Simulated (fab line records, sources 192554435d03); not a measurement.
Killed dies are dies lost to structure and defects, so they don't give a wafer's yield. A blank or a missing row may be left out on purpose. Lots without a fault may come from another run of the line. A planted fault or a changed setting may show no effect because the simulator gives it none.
Which tool did it? | flow n5_finfet | 9 lots, 27 wafers sampled, at 4 steps of a route of 1938

WHAT THE GAUGES READ, wafer by wafer
N5_BEOL_M4_RC_MEAS_101. Usual: DIBL_N 36.6 mV/V, standard deviation 1.7; DIBL_P 36.7 mV/V, standard deviation 2; IOFF_N 0.16 nA/um, standard deviation 0.033; IOFF_P 0.22 nA/um, standard deviation 0.04; ION_N 673 uA/um, standard deviation 12; ION_P 463 uA/um, standard deviation 7.9; SS_N 71.7 mV/dec, standard deviation 0.58; SS_P 73.3 mV/dec, standard deviation 0.64; VT_N 249 mV, standard deviation 3.3; VT_P -249 mV, standard deviation 3.1.
lot  | measured     | on        | DIBL_N (mV/V)  | DIBL_P (mV/V)  | IOFF_N (nA/um) | IOFF_P (nA/um) | ION_N (uA/um) | ION_P (uA/um) | SS_N (mV/dec)  | SS_P (mV/dec)  | VT_N (mV)   | VT_P (mV)      | flag
L333 | day 8 00:14  | prober-01 | 38.0 36.7 36.3 | 37.8 37.3 36.9 | 0.16 0.15 0.15 | 0.25 0.24 0.23 | 675 668 670   | 466 464 467   | 71.7 71.6 72.2 | 74.1 74.2 73.8 | 250 250 250 | -247 -247 -248 |
L337 | day 8 21:10  | prober-01 | 34.2 38.3 37.9 | 32.2 36.5 36.1 | 0.10 0.18 0.16 | 0.16 0.22 0.21 | 654 671 673   | 450 461 459   | 70.8 71.7 72.9 | 72.2 73.6 73.3 | 257 250 251 | -253 -249 -251 |
L340 | day 9 14:52  | prober-02 | 36.4 35.3 37.1 | 33.6 33.9 35.6 | 0.15 0.13 0.15 | 0.16 0.17 0.19 | 659 662 655   | 444 460 451   | 72.3 71.5 72.4 | 72.5 72.7 73.2 | 252 254 253 | -255 -250 -251 |
L341 | day 9 20:04  | prober-02 | 37.1 38.8 38.6 | 36.4 38.9 37.4 | 0.16 0.21 0.19 | 0.18 0.21 0.19 | 672 690 672   | 451 458 454   | 71.4 71.8 72.3 | 73.4 74.2 73.7 | 251 243 247 | -255 -251 -252 |
L344 | day 10 17:08 | prober-01 | 35.1 35.9 36.2 | 36.0 36.4 37.3 | 0.15 0.18 0.19 | 0.22 0.23 0.25 | 673 663 678   | 458 456 469   | 71.7 72.3 71.9 | 73.3 74.0 73.4 | 250 249 249 | -246 -249 -248 |
L350 | day 12 15:14 | prober-02 | 33.8 36.3 40.6 | 32.9 36.2 42.1 | 0.11 0.16 0.27 | 0.17 0.23 0.35 | 653 667 686   | 454 462 471   | 71.0 71.6 72.9 | 71.8 72.4 74.0 | 254 247 239 | -251 -245 -246 |
L351 | day 12 18:20 | prober-02 | 34.3 34.9 35.1 | 35.1 35.1 35.3 | 0.12 0.13 0.13 | 0.18 0.18 0.19 | 663 658 661   | 460 455 461   | 70.5 70.7 71.6 | 72.7 72.0 73.0 | 253 251 254 | -251 -254 -252 |
L352 | day 13 08:50 | prober-01 | 37.4 34.4 35.0 | 37.5 34.5 34.6 | 0.17 0.12 0.13 | 0.25 0.20 0.21 | 671 677 672   | 462 468 463   | 71.8 71.2 71.5 | 73.2 72.4 72.7 | 251 253 251 | -248 -249 -251 |
L356 | day 13 20:07 | prober-01 | 35.2 35.2 35.2 | 34.2 34.8 34.8 | 0.14 0.14 0.14 | 0.21 0.22 0.22 | 664 677 667   | 461 471 464   | 71.9 72.0 71.6 | 72.5 72.5 72.4 | 250 251 250 | -246 -248 -246 |

N5_BEOL_M10_THK_MEAS_01. Usual: M10_ILD_THK 269 nm, standard deviation 3.3.
lot  | measured     | on            | M10_ILD_THK (nm) | flag
L333 | day 9 17:05  | film_metro-02 | 264 265 272      |
L337 | day 10 17:59 | film_metro-01 | 267 264 270      |
L340 | day 11 15:16 | film_metro-02 | 268 272 271      |
L341 | day 12 03:11 | film_metro-02 | 271 269 274      |
L344 | day 13 00:54 | film_metro-01 | 268 273 274      |
L350 | day 14 16:55 | film_metro-01 | 264 275 269      |
L351 | day 14 17:22 | film_metro-01 | 266 274 271      |
L352 | day 15 11:16 | film_metro-01 | 270 277 270      |
L356 | day 15 19:37 | film_metro-02 | 268 264 269      |

N5_BEOL_M10_OVL_MEAS_12. Usual: M10_OVL 0.8 nm, standard deviation 0.87.
lot  | measured     | on         | M10_OVL (nm)  | flag
L333 | day 9 18:38  | overlay-01 | -0.8 0.7 0.0  |
L337 | day 10 19:17 | overlay-02 | 0.4 1.2 0.9   |
L340 | day 11 20:48 | overlay-02 | 0.6 -0.2 -0.3 |
L341 | day 12 04:06 | overlay-01 | 0.2 1.6 0.0   |
L344 | day 13 04:55 | overlay-01 | 0.7 1.0 0.6   |
L350 | day 14 18:13 | overlay-01 | 1.1 1.3 1.1   |
L351 | day 14 18:35 | overlay-01 | 2.0 0.8 1.2   |
L352 | day 15 12:24 | overlay-01 | 0.6 0.2 1.4   |
L356 | day 15 20:41 | overlay-02 | 0.1 0.7 2.2   |

WHICH TOOL RAN EACH LOT (tool, then ch and the chambers of the sampled wafers, then the start)
lot  | N5_BEOL_M9_DEP_56
L333 | pecvd-02 ch 0,1, day 9 16:22
L337 | pecvd-04 ch 0,1, day 10 17:16
L340 | pecvd-04 ch 0,2, day 11 14:32
L341 | pecvd-04 ch 0,1, day 12 02:28
L344 | pecvd-03 ch 0,2, day 13 00:11
L350 | pecvd-04 ch 1,2, day 14 16:11
L351 | pecvd-03 ch 0,1,2, day 14 16:38
L352 | pecvd-03 ch 0,2, day 15 10:31
L356 | pecvd-03 ch 0,1,2, day 15 18:53
- N5_BEOL_M9_DEP_56: deposits SiCN from 3MS/NH3, target thk 15 nm, time 26.5 s.

WHAT THE TOOLS THEMSELVES READ (means of the sampled wafers that have a number; where no wafer has one, the mark that the record gives instead)
N5_BEOL_M9_DEP_56. Usual: showerhead_plenum_p_Torr 3.664 Torr, standard deviation 0.019; showerhead_vpp_V 859 V, standard deviation 35; throttle_valve_pct 8.8 %, standard deviation 0.47.
lot  | tool     | showerhead_plenum_p_Torr (Torr) | showerhead_vpp_V (V) | throttle_valve_pct (%) | flag
L333 | pecvd-02 | 3.676                           | 840                  | 9.4                    |
L337 | pecvd-04 | 3.669                           | 878                  | 8.8                    |
L340 | pecvd-04 | 3.635                           | 894                  | 8.7                    |
L341 | pecvd-04 | 3.670                           | 891                  | 8.6                    |
L344 | pecvd-03 | 3.674                           | 815                  | 8.4                    |
L350 | pecvd-04 | 3.651                           | 879                  | 8.9                    |
L351 | pecvd-03 | 3.670                           | 827                  | 8.7                    |
L352 | pecvd-03 | 3.672                           | 827                  | 8.7                    |
L356 | pecvd-03 | 3.665                           | 831                  | 8.8                    |

THE ANSWER, worked out from the rows above alone
Rule: a lot is off if the mean of its wafers that have a number lies more than 3 standard deviations from the usual mean. A lot without any number at a reading at which 4 lots or more have one is off too. The other lots that the step has rows for count as sound. The gauges are gone through in route order, then the tools' own readings, and for those a lot's mean is taken as printed above. The first step at which some lot is off is used, and at that step the reading that is off furthest; a lot without a number counts as furthest.
No lot is off at any reading shown: from this, nothing can be told.

WHAT THE SIMULATOR HAD PUT IN
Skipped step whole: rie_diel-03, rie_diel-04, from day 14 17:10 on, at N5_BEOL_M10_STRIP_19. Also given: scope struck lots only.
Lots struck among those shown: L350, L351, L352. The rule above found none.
